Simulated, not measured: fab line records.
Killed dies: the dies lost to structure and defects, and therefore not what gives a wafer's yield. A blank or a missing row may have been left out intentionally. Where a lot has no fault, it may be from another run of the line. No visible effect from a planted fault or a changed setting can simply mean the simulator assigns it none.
Comparing a struck lot with a sound one | flow n5-finfet | 16 out of 1938 route steps
Sound: the wafers L256.1, L256.2, L256.4. Wafers struck: L246.2, L246.3, L246.4. The cause comes at the end.
For every step that has rows: the tool of each side, followed by ch and its chambers, followed by its first start. Under that, the readings that differ: sound wafers | struck wafers | difference of the means | sigmas: that difference in standard deviations of wafers without a fault.
alike: words and numbers the same on both sides, and readings whose means are apart by under 2 such deviations; not compared: readings that were withheld, readings missing a value for some wafer, numbers with overlapping values and no deviation given by the record, and bounds like >300 which may hide the same value.
A row with sigmas, a row that says differs or no value, or rows on one side alone: a step with any of these is where the two part. Numbers that don't overlap but have no deviation are shown without sigmas and don't part them. A reading that every wafer of one side lacks parts them only if that side has two wafers or more.

first, 9 steps without rows for these wafers: N5_BEOL_M3_COAT_76 (time 60 s, resist thk 5 nm); N5_BEOL_M3_COAT_22 (resist thk 30 nm); N5_BEOL_M3_EBR_24; N5_BEOL_M3_SOFTBAKE_23 (time 60 s); N5_BEOL_M3_EXPOSE_25 (exposes mask V2, defocus 5 nm); N5_BEOL_M3_PEB_26 (peb time 60 s); N5_BEOL_M3_DEVELOP_27 (develop time 30 s); N5_BEOL_M3_DESCUM_33 (chemistry O2, time 7 s); N5_BEOL_M3_ETCH_77 (etches underlayer in N2/H2, target depth 6.5 nm, time 5.2 s).
N5_BEOL_M3_ETCH_69: etches SiARC in CF4, target depth 15.6 nm, time 26 s.
  sound on rie-diel-06 ch 0,2,3, day 13 03:28; struck on rie-diel-06 ch 1,2,3, day 10 17:55
  no value came back on the struck wafers for any of 10 readings (bias-w (W), cf4-flow-sccm (sccm) and others); on the sound wafers bias-w (W) reads 35.97 36.01 35.98
then, 1 step without rows for these wafers: N5_BEOL_M3_ALD_98 (deposits SiO2, target thk 2.5 nm, pulse time 1 s, co reactant pulse time 1 s).
N5_BEOL_M3_ETCHBACK_99: etches SiO2 in CHF3, target depth 5 nm, time 10.4 s.
  sound on rie-diel-03 ch 0,2,3, day 13 08:45; struck on rie-diel-06 ch 0,1,2, day 10 18:53
  reading               | sound          | struck         | difference | sigmas
  oes-product-au (a.u.) | 0.70 0.78 0.69 | 0.36 0.28 0.35 | -0.39      | -5
  alike: chamber-pressure-mTorr, drypump-motor-current-A, rf-vpp-V, showerhead-plenum-p-Torr, throttle-valve-pct
  not compared: rf-hours-counter-h
N5_BEOL_M3_ETCH_70: etches SOC in N2/H2, target depth 80 nm, overetch 16 nm, time 120 s.
  sound on rie-diel-03 ch 0,2,3, day 13 08:47; struck on rie-diel-06 ch 0,1,2, day 10 18:56
  reading               | sound          | struck         | difference | sigmas
  oes-product-au (a.u.) | 0.54 0.60 0.55 | 0.36 0.28 0.35 | -0.23      | -4
  alike: bias-w, chamber-pressure-mTorr, drypump-motor-current-A, rf-vpp-V, showerhead-plenum-p-Torr, throttle-valve-pct
  not compared: rf-hours-counter-h
then, 1 step without rows for these wafers: N5_BEOL_M3_STRIP_71 (strips in N2/H2).
N5_BEOL_M4_RC_MEAS_101:
  the record has rows for the sound wafers here (prober-02 ch 0, day 13 22:02) and none for the struck ones
-- record jumps: 5 days separate the struck wafers' starts on either side; left off in module BEOL_M4, taken up again in module PASSIVATION, whose first shown step is the route's number 1936 --
N5_PASSIVATION_PROBE_49:
  rows exist in the record for the struck wafers here (prober-02, day 16 06:37), but not for the sound ones

WHERE THEY PART
At N5_BEOL_M3_ETCH_69 first; at N5_PASSIVATION_PROBE_49 last (within this record only).

WHY: what had been put in by the simulator
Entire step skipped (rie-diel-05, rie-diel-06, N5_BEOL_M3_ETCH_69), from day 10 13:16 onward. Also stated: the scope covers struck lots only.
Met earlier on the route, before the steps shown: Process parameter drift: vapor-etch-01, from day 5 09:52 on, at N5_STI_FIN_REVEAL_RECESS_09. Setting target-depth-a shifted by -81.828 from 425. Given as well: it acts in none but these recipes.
